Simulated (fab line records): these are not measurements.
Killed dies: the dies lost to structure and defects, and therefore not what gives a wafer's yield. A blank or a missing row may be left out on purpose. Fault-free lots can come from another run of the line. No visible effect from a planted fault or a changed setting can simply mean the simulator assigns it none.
The tool behind it: which one?	flow n5-finfet	11 lots, 31 wafers sampled, at 1 step of a route of 1938

## WHAT THE GAUGES READ, wafer by wafer
N5_BEOL_M4_RC_MEAS_101.
lot	measured	on	DIBL_N (mV/V)
L889	day 9 10:32	prober-01	38.5 39.2
L888	day 9 15:42	prober-02	33.4 30.8 33.7
L891	day 10 16:19	prober-02	34.8 34.9 33.5
L892	day 10 20:53	prober-02	37.0 36.6 34.1
L897	day 12 00:44	prober-02	34.0 36.6 33.7
L900	day 12 06:52	prober-01	37.0 35.4 37.6
L899	day 12 07:36	prober-02	37.4 40.8
L902	day 13 11:36	prober-02	35.1 35.3 35.8
L901	day 13 14:25	prober-02	35.7 36.6 34.8
L903	day 13 15:56	prober-02	34.0 35.8 34.9
L910	day 15 05:06	prober-01	36.0 37.5 36.2

## WHICH TOOL RAN EACH LOT (tool, then ch and the chambers of the sampled wafers, then the start)
Record: no process step prior to these readings.

## THE ANSWER, worked out from the rows above alone
Rule: what is usual is taken from the lots themselves. The widest of any qualifying gaps counts: lots, ordered by their means at a reading, are off when they make up no more than a third of the lots, leave a main group of 4 or more, and stand apart from it by 3 or more times the standard deviation of that group's means. A main group is skipped when, at the precision printed for the reading in the tables above, its means are all equal. A lot without any number at a reading at which 4 lots or more have one is off too. The other lots that the step has rows for count as sound.
None of the lots is off at any reading shown; this tells nothing.

## WHAT THE SIMULATOR HAD INSERTED
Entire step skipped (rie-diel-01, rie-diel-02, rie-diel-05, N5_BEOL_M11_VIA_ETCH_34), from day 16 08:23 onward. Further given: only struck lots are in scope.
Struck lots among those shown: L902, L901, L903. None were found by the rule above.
